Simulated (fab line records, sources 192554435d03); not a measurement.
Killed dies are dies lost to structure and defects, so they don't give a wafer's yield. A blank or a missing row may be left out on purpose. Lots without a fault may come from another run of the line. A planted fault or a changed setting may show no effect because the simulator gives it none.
Which tool did it? | flow n5_finfet | 24 lots, 72 wafers sampled, at 6 steps of a route of 1938

WHAT THE GAUGES READ, wafer by wafer
The record holds no reading of a measuring or inspecting step that can be judged against a usual standard deviation.

WHICH TOOL RAN EACH LOT (tool, then ch and the chambers of the sampled wafers, then the start)
lot  | N5_BEOL_M3_STRIP_66                | N5_BEOL_M3_ALD_98                 | N5_BEOL_M3_SPUTTER_90        | N5_BEOL_M3_ANNEAL_93         | N5_BEOL_M3_SPUTTER_94        | N5_BEOL_M3_CO_CAP_55
L074 | rie_diel-03 ch 2,3, day 7 11:49    | ald_sin-01 ch 1,2,3, day 7 12:44  | pvd_sputter-01, day 8 03:16  | pvd_sputter-01, day 8 03:35  | pvd_sputter-01, day 8 03:42  | cvd_co-01 ch 0,1,2, day 8 04:47
L075 | rie_diel-06 ch 0,1,2, day 7 15:49  | ald_sin-02 ch 0,3, day 7 16:47    | pvd_sputter-02, day 8 03:20  | pvd_sputter-02, day 8 03:38  | pvd_sputter-02, day 8 03:46  | cvd_co-02 ch 0,2, day 8 04:51
L076 | rie_diel-03 ch 0,1,3, day 7 21:03  | ald_sin-04 ch 0,1, day 7 22:02    | pvd_sputter-02, day 8 06:40  | pvd_sputter-02, day 8 06:58  | pvd_sputter-02, day 8 07:07  | cvd_co-02 ch 0,1, day 8 08:31
L077 | rie_diel-05 ch 0,3, day 7 22:26    | ald_sin-02 ch 0,3, day 7 23:38    | pvd_sputter-01, day 8 09:51  | pvd_sputter-01, day 8 10:09  | pvd_sputter-01, day 8 10:17  | cvd_co-01 ch 0,1,2, day 8 11:25
L078 | rie_diel-03 ch 1,2, day 8 01:08    | ald_sin-04 ch 0,1, day 8 02:00    | pvd_sputter-03, day 8 18:21  | pvd_sputter-03, day 8 18:39  | pvd_sputter-03, day 8 18:47  | cvd_co-01 ch 2, day 8 19:53
L079 | rie_diel-05 ch 0,2,3, day 8 13:17  | ald_sin-04 ch 1,2,3, day 8 14:24  | pvd_sputter-03, day 8 22:53  | pvd_sputter-03, day 8 23:11  | pvd_sputter-03, day 8 23:20  | cvd_co-01 ch 1,2, day 9 00:41
L081 | rie_diel-03 ch 0,3, day 9 01:51    | ald_sin-04 ch 0,2, day 9 02:58    | pvd_sputter-02, day 9 17:47  | pvd_sputter-02, day 9 18:05  | pvd_sputter-02, day 9 18:14  | cvd_co-01 ch 0,1,2, day 9 19:24
L080 | rie_diel-03 ch 1,3, day 9 09:29    | ald_sin-04 ch 0,3, day 9 10:25    | pvd_sputter-03, day 9 19:36  | pvd_sputter-03, day 9 19:54  | pvd_sputter-03, day 9 20:02  | cvd_co-01 ch 0,1, day 9 21:07
L082 | rie_diel-03 ch 0,3, day 9 10:09    | ald_sin-01 ch 0,1,2, day 9 11:01  | pvd_sputter-02, day 9 20:46  | pvd_sputter-02, day 9 21:04  | pvd_sputter-02, day 9 21:13  | cvd_co-02 ch 0,1, day 9 22:17
L084 | rie_diel-06 ch 0,2,3, day 9 13:35  | ald_sin-01 ch 2,3, day 9 14:29    | pvd_sputter-01, day 10 01:26 | pvd_sputter-01, day 10 01:44 | pvd_sputter-01, day 10 01:52 | cvd_co-02 ch 1,2, day 10 02:58
L083 | rie_diel-05 ch 0,2,3, day 9 15:44  | ald_sin-04 ch 0,2,3, day 9 16:32  | pvd_sputter-03, day 10 01:55 | pvd_sputter-03, day 10 02:13 | pvd_sputter-03, day 10 02:21 | cvd_co-01 ch 0,1, day 10 03:28
L085 | rie_diel-05 ch 0,2,3, day 9 17:12  | ald_sin-01 ch 0,2,3, day 9 18:20  | pvd_sputter-02, day 10 01:20 | pvd_sputter-02, day 10 01:38 | pvd_sputter-02, day 10 01:46 | cvd_co-01 ch 0,1,2, day 10 02:51
L086 | rie_diel-03 ch 0,1,2, day 10 17:16 | ald_sin-02 ch 0,2, day 10 19:05   | pvd_sputter-01, day 10 22:56 | pvd_sputter-01, day 10 23:14 | pvd_sputter-01, day 10 23:22 | cvd_co-01 ch 0,1,2, day 11 00:27
L089 | rie_diel-03 ch 0,1,2, day 11 07:59 | ald_sin-01 ch 0,2,3, day 11 08:57 | pvd_sputter-02, day 11 17:11 | pvd_sputter-02, day 11 17:29 | pvd_sputter-02, day 11 17:37 | cvd_co-02 ch 1,2, day 11 19:18
L087 | rie_diel-06 ch 0,1, day 11 08:01   | ald_sin-02 ch 0,1,2, day 11 08:58 | pvd_sputter-01, day 11 17:26 | pvd_sputter-01, day 11 17:44 | pvd_sputter-01, day 11 17:53 | cvd_co-02 ch 1,2, day 11 19:44
L090 | rie_diel-05 ch 1,2,3, day 11 08:05 | ald_sin-02 ch 0,2,3, day 11 09:06 | pvd_sputter-02, day 11 20:05 | pvd_sputter-02, day 11 20:23 | pvd_sputter-02, day 11 20:32 | cvd_co-01 ch 0,1,2, day 11 21:37
L088 | rie_diel-05 ch 0,1,2, day 11 08:46 | ald_sin-04 ch 0,1,3, day 11 10:16 | pvd_sputter-03, day 12 01:08 | pvd_sputter-03, day 12 01:26 | pvd_sputter-03, day 12 01:35 | cvd_co-02 ch 0,1, day 12 02:41
L091 | rie_diel-03 ch 0,1,3, day 11 14:09 | ald_sin-01 ch 0,3, day 11 15:41   | pvd_sputter-01, day 12 01:25 | pvd_sputter-01, day 12 01:43 | pvd_sputter-01, day 12 01:51 | cvd_co-01 ch 0,1,2, day 12 02:57
L092 | rie_diel-03 ch 1,2, day 11 21:47   | ald_sin-04 ch 0,3, day 11 22:45   | pvd_sputter-02, day 12 01:47 | pvd_sputter-02, day 12 02:05 | pvd_sputter-02, day 12 02:14 | cvd_co-01 ch 0,1, day 12 03:19
L093 | rie_diel-05 ch 0,1,2, day 12 01:03 | ald_sin-04 ch 0,1,2, day 12 01:50 | pvd_sputter-02, day 12 07:59 | pvd_sputter-02, day 12 08:17 | pvd_sputter-02, day 12 08:26 | cvd_co-01 ch 1, day 12 09:32
L094 | rie_diel-05 ch 2,3, day 12 04:02   | ald_sin-01 ch 1,2, day 12 05:26   | pvd_sputter-03, day 12 11:11 | pvd_sputter-03, day 12 11:29 | pvd_sputter-03, day 12 11:37 | cvd_co-01 ch 1,2, day 12 12:43
L095 | rie_diel-03 ch 0,1, day 12 13:46   | ald_sin-02 ch 2,3, day 12 14:41   | pvd_sputter-03, day 12 20:56 | pvd_sputter-03, day 12 21:14 | pvd_sputter-03, day 12 21:22 | cvd_co-02 ch 1,2, day 12 22:27
L097 | rie_diel-05 ch 0,1,3, day 13 03:55 | ald_sin-02 ch 0,1,2, day 13 04:50 | pvd_sputter-03, day 15 10:00 | pvd_sputter-03, day 15 10:18 | pvd_sputter-03, day 15 10:26 | cvd_co-01 ch 0,1,2, day 15 11:55
L096 | rie_diel-06 ch 0,1, day 13 04:41   | ald_sin-01 ch 0,1,2, day 13 05:29 | pvd_sputter-01, day 13 16:29 | pvd_sputter-01, day 13 16:47 | pvd_sputter-01, day 13 16:55 | cvd_co-02 ch 1,2, day 13 18:01
- N5_BEOL_M3_STRIP_66: strips in CF4.
- N5_BEOL_M3_ALD_98: deposits SiO2, target thk 2.5 nm, pulse time 1 s, co reactant pulse time 1 s.
- N5_BEOL_M3_SPUTTER_90: material Cu, target thk 4.5 nm, time 8.29 s.
- N5_BEOL_M3_ANNEAL_93: time 240 s.
- N5_BEOL_M3_SPUTTER_94: material Cu, target thk 4.5 nm, time 8.29 s.
- N5_BEOL_M3_CO_CAP_55: material Co, precursor CCTBA/H2, target thk 2 nm, time 102.1 s.

WHAT THE TOOLS THEMSELVES READ (means of the sampled wafers that have a number; where no wafer has one, the mark that the record gives instead)
N5_BEOL_M3_STRIP_66. Usual: drypump_motor_current_A 5.6 A, standard deviation 0.49; oes_product_au 0.78 a.u., standard deviation 0.057; rf_fwd_power_W 292.7 W, standard deviation 0.94; rf_vpp_V 271.0 V, standard deviation 1.4; showerhead_plenum_p_Torr 1.79 Torr, standard deviation 0.057; throttle_valve_pct 13.51 %, standard deviation 0.17.
lot  | tool        | drypump_motor_current_A (A) | oes_product_au (a.u.) | rf_fwd_power_W (W) | rf_vpp_V (V) | showerhead_plenum_p_Torr (Torr) | throttle_valve_pct (%) | flag
L074 | rie_diel-03 | 5.8                         | 0.77                  | 292.7              | 270.6        | 1.78                            | 13.40                  |
L075 | rie_diel-06 | 5.8                         | 0.77                  | 292.4              | 270.4        | 1.79                            | 13.66                  |
L076 | rie_diel-03 | 5.3                         | 0.81                  | 293.4              | 271.5        | 1.81                            | 13.44                  |
L077 | rie_diel-05 | 5.9                         | 0.75                  | 292.8              | 270.9        | 1.78                            | 13.58                  |
L078 | rie_diel-03 | 5.6                         | 0.82                  | 293.3              | 270.2        | 1.75                            | 13.29                  |
L079 | rie_diel-05 | 5.5                         | 0.78                  | 291.9              | 271.7        | 1.80                            | 13.56                  |
L081 | rie_diel-03 | 5.3                         | 0.77                  | 293.6              | 271.9        | 1.82                            | 13.54                  |
L080 | rie_diel-03 | 5.2                         | 0.82                  | 293.3              | 271.8        | 1.84                            | 13.50                  |
L082 | rie_diel-03 | 5.2                         | 0.78                  | 293.1              | 271.3        | 1.86                            | 13.57                  |
L084 | rie_diel-06 | 5.8                         | 0.75                  | 292.4              | 271.7        | 1.85                            | 13.63                  |
L083 | rie_diel-05 | 5.5                         | 0.77                  | 293.4              | 270.3        | 1.80                            | 13.58                  |
L085 | rie_diel-05 | 5.5                         | 0.77                  | 293.3              | 270.9        | 1.80                            | 13.58                  |
L086 | rie_diel-03 | 5.7                         | 0.77                  | 292.7              | 270.6        | 1.75                            | 13.42                  |
L089 | rie_diel-03 | 5.7                         | 0.76                  | 292.8              | 269.8        | 1.75                            | 13.43                  |
L087 | rie_diel-06 | 5.8                         | 0.74                  | 293.0              | 271.2        | 1.81                            | 13.65                  |
L090 | rie_diel-05 | 5.8                         | 0.82                  | 292.5              | 271.6        | 1.78                            | 13.43                  |
L088 | rie_diel-05 | 5.6                         | 0.80                  | 292.8              | 270.0        | 1.79                            | 13.53                  |
L091 | rie_diel-03 | 5.3                         | 0.79                  | 292.5              | 271.2        | 1.81                            | 13.51                  |
L092 | rie_diel-03 | 5.9                         | 0.76                  | 292.6              | 269.5        | 1.73                            | 13.38                  |
L093 | rie_diel-05 | 5.6                         | 0.79                  | 292.2              | 271.9        | 1.78                            | 13.54                  |
L094 | rie_diel-05 | 5.7                         | 0.76                  | 292.6              | 271.2        | 1.79                            | 13.52                  |
L095 | rie_diel-03 | 5.4                         | 0.79                  | 291.9              | 270.7        | 1.76                            | 13.42                  |
L097 | rie_diel-05 | 6.1                         | 0.76                  | 292.3              | 270.4        | 1.77                            | 13.58                  |
L096 | rie_diel-06 | 5.8                         | 0.73                  | 292.7              | 270.9        | 1.80                            | 13.68                  |

N5_BEOL_M3_ALD_98. Usual: heater_power_w 81 W, standard deviation 6.1; precursor_pulse_height_rel 0.995, standard deviation 0.018.
lot  | tool       | heater_power_w (W) | precursor_pulse_height_rel | flag
L074 | ald_sin-01 | 76                 | 1.015                      |
L075 | ald_sin-02 | 79                 | 0.993                      |
L076 | ald_sin-04 | 79                 | 0.983                      |
L077 | ald_sin-02 | 80                 | 0.986                      |
L078 | ald_sin-04 | 78                 | 1.005                      |
L079 | ald_sin-04 | 80                 | 0.999                      |
L081 | ald_sin-04 | 86                 | 0.976                      |
L080 | ald_sin-04 | 79                 | 0.980                      |
L082 | ald_sin-01 | 84                 | 0.995                      |
L084 | ald_sin-01 | 74                 | 1.009                      |
L083 | ald_sin-04 | 82                 | 0.998                      |
L085 | ald_sin-01 | 79                 | 0.994                      |
L086 | ald_sin-02 | 89                 | 0.996                      |
L089 | ald_sin-01 | 78                 | 1.000                      |
L087 | ald_sin-02 | 86                 | 0.974                      |
L090 | ald_sin-02 | 84                 | 1.002                      |
L088 | ald_sin-04 | 80                 | 0.992                      |
L091 | ald_sin-01 | 83                 | 0.999                      |
L092 | ald_sin-04 | 80                 | 0.982                      |
L093 | ald_sin-04 | 85                 | 1.006                      |
L094 | ald_sin-01 | 81                 | 1.008                      |
L095 | ald_sin-02 | 83                 | 0.988                      |
L097 | ald_sin-02 | 84                 | 1.012                      |
L096 | ald_sin-01 | 80                 | 0.981                      |

N5_BEOL_M3_SPUTTER_90. Usual: chamber_pressure_pa 0.07002 Pa, standard deviation 0.00012; throttle_valve_pct 30.2 %, standard deviation 1.
lot  | tool           | chamber_pressure_pa (Pa) | throttle_valve_pct (%) | flag
L074 | pvd_sputter-01 | 0.07004                  | 30.7                   |
L075 | pvd_sputter-02 | 0.06997                  | 28.9                   |
L076 | pvd_sputter-02 | 0.06998                  | 29.0                   |
L077 | pvd_sputter-01 | 0.07009                  | 30.9                   |
L078 | pvd_sputter-03 | 0.06995                  | 30.0                   |
L079 | pvd_sputter-03 | 0.07001                  | 31.3                   |
L081 | pvd_sputter-02 | 0.07001                  | 29.8                   |
L080 | pvd_sputter-03 | 0.06995                  | 30.7                   |
L082 | pvd_sputter-02 | 0.07008                  | 28.5                   |
L084 | pvd_sputter-01 | 0.07018                  | 31.1                   |
L083 | pvd_sputter-03 | 0.07007                  | 30.4                   |
L085 | pvd_sputter-02 | 0.07007                  | 29.0                   |
L086 | pvd_sputter-01 | 0.07008                  | 30.7                   |
L089 | pvd_sputter-02 | 0.07023                  | 29.0                   |
L087 | pvd_sputter-01 | 0.07007                  | 31.0                   |
L090 | pvd_sputter-02 | 0.07003                  | 29.2                   |
L088 | pvd_sputter-03 | 0.06993                  | 30.1                   |
L091 | pvd_sputter-01 | 0.07011                  | 31.1                   |
L092 | pvd_sputter-02 | 0.07010                  | 29.2                   |
L093 | pvd_sputter-02 | 0.07001                  | 29.0                   |
L094 | pvd_sputter-03 | 0.07000                  | 30.9                   |
L095 | pvd_sputter-03 | 0.06999                  | 30.6                   |
L097 | pvd_sputter-03 | 0.07011                  | 30.2                   |
L096 | pvd_sputter-01 | 0.07000                  | 31.4                   |

N5_BEOL_M3_ANNEAL_93. Usual: heater_power_w 845 W, standard deviation 89.
lot  | tool           | heater_power_w (W) | flag
L074 | pvd_sputter-01 | 893                |
L075 | pvd_sputter-02 | 867                |
L076 | pvd_sputter-02 | 865                |
L077 | pvd_sputter-01 | 915                |
L078 | pvd_sputter-03 | 911                |
L079 | pvd_sputter-03 | 787                |
L081 | pvd_sputter-02 | 733                |
L080 | pvd_sputter-03 | 895                |
L082 | pvd_sputter-02 | 914                |
L084 | pvd_sputter-01 | 862                |
L083 | pvd_sputter-03 | 845                |
L085 | pvd_sputter-02 | 871                |
L086 | pvd_sputter-01 | 890                |
L089 | pvd_sputter-02 | 861                |
L087 | pvd_sputter-01 | 865                |
L090 | pvd_sputter-02 | 814                |
L088 | pvd_sputter-03 | 908                |
L091 | pvd_sputter-01 | 855                |
L092 | pvd_sputter-02 | 812                |
L093 | pvd_sputter-02 | 819                |
L094 | pvd_sputter-03 | 849                |
L095 | pvd_sputter-03 | 791                |
L097 | pvd_sputter-03 | 850                |
L096 | pvd_sputter-01 | 883                |

N5_BEOL_M3_SPUTTER_94. Usual: chamber_pressure_pa 0.07001 Pa, standard deviation 0.00014; throttle_valve_pct 30.2 %, standard deviation 1.
lot  | tool           | chamber_pressure_pa (Pa) | throttle_valve_pct (%) | flag
L074 | pvd_sputter-01 | 0.06988                  | 30.6                   |
L075 | pvd_sputter-02 | 0.07012                  | 29.1                   |
L076 | pvd_sputter-02 | 0.06997                  | 28.9                   |
L077 | pvd_sputter-01 | 0.07003                  | 30.8                   |
L078 | pvd_sputter-03 | 0.06995                  | 30.0                   |
L079 | pvd_sputter-03 | 0.07016                  | 31.2                   |
L081 | pvd_sputter-02 | 0.06994                  | 29.7                   |
L080 | pvd_sputter-03 | 0.07009                  | 30.9                   |
L082 | pvd_sputter-02 | 0.06993                  | 28.6                   |
L084 | pvd_sputter-01 | 0.07002                  | 31.1                   |
L083 | pvd_sputter-03 | 0.06979                  | 30.3                   |
L085 | pvd_sputter-02 | 0.07005                  | 29.0                   |
L086 | pvd_sputter-01 | 0.07008                  | 30.6                   |
L089 | pvd_sputter-02 | 0.07006                  | 29.0                   |
L087 | pvd_sputter-01 | 0.07008                  | 31.1                   |
L090 | pvd_sputter-02 | 0.06999                  | 29.0                   |
L088 | pvd_sputter-03 | 0.06991                  | 30.0                   |
L091 | pvd_sputter-01 | 0.07008                  | 31.2                   |
L092 | pvd_sputter-02 | 0.07005                  | 29.1                   |
L093 | pvd_sputter-02 | 0.06987                  | 29.1                   |
L094 | pvd_sputter-03 | 0.07002                  | 31.0                   |
L095 | pvd_sputter-03 | 0.06998                  | 30.5                   |
L097 | pvd_sputter-03 | 0.07004                  | 30.3                   |
L096 | pvd_sputter-01 | 0.07002                  | 31.3                   |

N5_BEOL_M3_CO_CAP_55. Usual: heater_power_w 219 W, standard deviation 17.
lot  | tool      | heater_power_w (W) | flag
L074 | cvd_co-01 | 212                |
L075 | cvd_co-02 | 226                |
L076 | cvd_co-02 | 243                |
L077 | cvd_co-01 | 213                |
L078 | cvd_co-01 | 196                |
L079 | cvd_co-01 | 209                |
L081 | cvd_co-01 | 209                |
L080 | cvd_co-01 | 217                |
L082 | cvd_co-02 | 240                |
L084 | cvd_co-02 | 230                |
L083 | cvd_co-01 | 213                |
L085 | cvd_co-01 | 210                |
L086 | cvd_co-01 | 213                |
L089 | cvd_co-02 | 231                |
L087 | cvd_co-02 | 245                |
L090 | cvd_co-01 | 212                |
L088 | cvd_co-02 | 247                |
L091 | cvd_co-01 | 211                |
L092 | cvd_co-01 | 222                |
L093 | cvd_co-01 | 214                |
L094 | cvd_co-01 | 203                |
L095 | cvd_co-02 | 239                |
L097 | cvd_co-01 | 211                |
L096 | cvd_co-02 | 230                |

THE ANSWER, worked out from the rows above alone
Rule: a lot is off if the mean of its wafers that have a number lies more than 3 standard deviations from the usual mean. A lot without any number at a reading at which 4 lots or more have one is off too. The other lots that the step has rows for count as sound. The gauges are gone through in route order, then the tools' own readings, and for those a lot's mean is taken as printed above. The first step at which some lot is off is used, and at that step the reading that is off furthest; a lot without a number counts as furthest.
No lot is off at any reading shown: from this, nothing can be told.

WHAT THE SIMULATOR HAD PUT IN
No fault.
